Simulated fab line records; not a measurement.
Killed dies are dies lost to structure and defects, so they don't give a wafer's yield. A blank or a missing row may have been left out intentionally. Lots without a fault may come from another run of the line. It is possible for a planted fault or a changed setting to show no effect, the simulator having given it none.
Commonality check across tools | flow nandHarc | Sampled: 2 lots, 6 wafers

## THE REASON FOR OPENING IT
At NHARC_END_SORT_01 the reading killedAtArray is flagged on 2 of 2 lots. Fault-free wafers read 58, with a standard deviation of 15.
Rule: a lot is flagged in two cases, either no wafer of it has a number, or all its wafers with numbers fall more than 4 standard deviations from that mean. All remaining lots are regarded as sound.

lot  | measured     | on        | killedAtArray, wafer by wafer | flag
L571 | day 25 19:09 | prober-02 | 675 671 671                   | FLAGGED
L572 | day 25 19:49 | prober-01 | 670 674 673                   | FLAGGED
The numbers of the flagged lots are 672 on average: +614 against the usual, or +41 standard deviations.

## LOT BY LOT: THE TOOL USED
The record holds 4 process steps before the reading, out of a route of 1302 steps. Cell contents, in order: the tool; ch with the chambers the sampled wafers went through; the start.
lot  | flag    | NHARC_A_CHANNEL_HOLE_D1_ETCH_33 | NHARC_A_CHANNEL_FILL_D1_ALD_14  | NHARC_A_CHANNEL_FILL_D1_CVD_18 | NHARC_A_CHANNEL_FILL_D1_STRIP_29
L571 | FLAGGED | harEtch-02 ch 0,1, day 10 08:59 | aldHk-03 ch 0,1, day 10 18:01   | lpcvdPoly-03, day 11 09:01     | rieDiel-01 ch 0,1,2, day 25 19:09 or earlier
L572 | FLAGGED | harEtch-02 ch 0,1, day 10 22:27 | aldHk-04 ch 0,1,2, day 11 07:41 | lpcvdPoly-03, day 11 22:44     | rieDiel-01 ch 0,1, day 12 18:36
What the steps here do:
- NHARC_A_CHANNEL_HOLE_D1_ETCH_33: etches the open film in C4F8/O2/Ar, time 90 s, target depth 400 nm.
- NHARC_A_CHANNEL_FILL_D1_ALD_14: deposits SiO2, target thk 2.5 nm, pulse time 10 s, ald cycles 25.
- NHARC_A_CHANNEL_FILL_D1_CVD_18: deposits poly-Si, target thk 3 nm.
- NHARC_A_CHANNEL_FILL_D1_STRIP_29: strips in O2, time 20 s.
- NHARC_END_SORT_01

## FLAGGED OVER TOTAL, TOOL BY TOOL (the gauges that took the reading come last)
step                             | tool         | lots run | flagged | share of the flagged lots | sound lots run after its first flagged lot
NHARC_A_CHANNEL_HOLE_D1_ETCH_33  | harEtch-02   | 2        | 2       | all                       | 0
NHARC_A_CHANNEL_FILL_D1_ALD_14   | aldHk-03     | 1        | 1       | some                      | 0
NHARC_A_CHANNEL_FILL_D1_ALD_14   | aldHk-04     | 1        | 1       | some                      | 0
NHARC_A_CHANNEL_FILL_D1_CVD_18   | lpcvdPoly-03 | 2        | 2       | all                       | 0
NHARC_A_CHANNEL_FILL_D1_STRIP_29 | rieDiel-01   | 2        | 2       | all                       | 0
NHARC_END_SORT_01                | prober-01    | 1        | 1       | some                      | 0
NHARC_END_SORT_01                | prober-02    | 1        | 1       | some                      | 0
With no start given for some of its lots, NHARC_A_CHANNEL_FILL_D1_STRIP_29 uses the hours and lot order of NHARC_END_SORT_01.

## WHAT IS ALLOWED BY THE TABLE
Rows of the table that ran every flagged lot, 3 in all: harEtch-02 at NHARC_A_CHANNEL_HOLE_D1_ETCH_33, lpcvdPoly-03 at NHARC_A_CHANNEL_FILL_D1_CVD_18, rieDiel-01 at NHARC_A_CHANNEL_FILL_D1_STRIP_29.
- harEtch-02 at NHARC_A_CHANNEL_HOLE_D1_ETCH_33 ran 2 lots, 2 of them flagged. Because this sample shows no sound lot run on it before its first flagged lot, the start cannot be pinned down more closely.
- lpcvdPoly-03 at NHARC_A_CHANNEL_FILL_D1_CVD_18 ran 2 lots, 2 of them flagged. Because this sample shows no sound lot run on it before its first flagged lot, the start cannot be pinned down more closely.
- rieDiel-01 at NHARC_A_CHANNEL_FILL_D1_STRIP_29 ran 2 lots, 2 of them flagged. Because this sample shows no sound lot run on it before its first flagged lot, the start cannot be pinned down more closely.
A lot count leaves these 3 tools indistinguishable: every one of them fits a fault beginning at some hour. More lots, or a look at what each step does to the wafer, might.

## WHAT THE SIMULATOR HAD INSERTED
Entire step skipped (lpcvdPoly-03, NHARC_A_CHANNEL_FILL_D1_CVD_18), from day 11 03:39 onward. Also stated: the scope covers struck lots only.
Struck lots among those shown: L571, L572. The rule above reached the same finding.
